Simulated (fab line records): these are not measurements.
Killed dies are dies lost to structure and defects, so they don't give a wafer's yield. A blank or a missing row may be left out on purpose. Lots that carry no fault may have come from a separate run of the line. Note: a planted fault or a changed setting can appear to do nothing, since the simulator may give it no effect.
Chamber matching	flow nand_harc	NHARC_P_CONTACT_CMP_24 on cmp-04 has 4 sister chambers
The step polishes, t overpolish 30 s, target thk 200 nm. 8 wafers are shown with their chamber, then 8 later ones without.

EACH WAFER AND ITS CHAMBER
wafer	chamber	motor_current_A (A)	time_to_endpoint_s (s)
L548.5	0	9.7	36.4
L551.5	2	10.8	39.2
L557.1	2	9.7	39.6
L557.2	1	12.4	38.7
L559.1	0	10.4	34.2
L559.2	1	13.0	38.5
L559.6	3	11.9	39.9
L562.1	3	11.4	43.1

WAFERS MISSING THEIR CHAMBER
wafer	motor_current_A (A)	time_to_endpoint_s (s)
L562.2	10.6	36.9
L562.5	10.3	36.6
L561.1	10.1	35.0
L561.2	12.8	40.8
L561.5	10.0	37.5
L563.1	10.4	41.4
L563.3	9.9	43.4
L563.4	12.6	40.8

WHICH CHAMBER EACH WENT THROUGH
wafer	from the rows above	in truth
L562.2	can't be placed: 0 or 2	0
L562.5	can't be placed: 0 or 2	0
L561.1	0	0
L561.2	can't be placed: 1 or 3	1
L561.5	can't be placed: 2 or 0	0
L563.1	can't be placed: 2 or 3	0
L563.3	can't be placed: 2 or 3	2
L563.4	can't be placed: 1 or 3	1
1 of 8 placed correctly. Cannot be placed on the basis of these rows: 7; the candidates contain the true chamber in 6. 0 placed wrongly.
How it was worked out, from the rows above alone: a wafer's distance from a chamber is the root of the sum, over the readings, of the square of ((its reading less the chamber's mean) divided by the reading's scatter). If the next closest chamber is less than 2 further off than the closest, the wafer can't be placed; otherwise it belongs to the closest. The mean given for a chamber averages the wafers shown for that chamber. The scatter: the root of (the sum of the squares of (reading less its chamber's mean) over the shown wafers, divided by (wafers less chambers)).
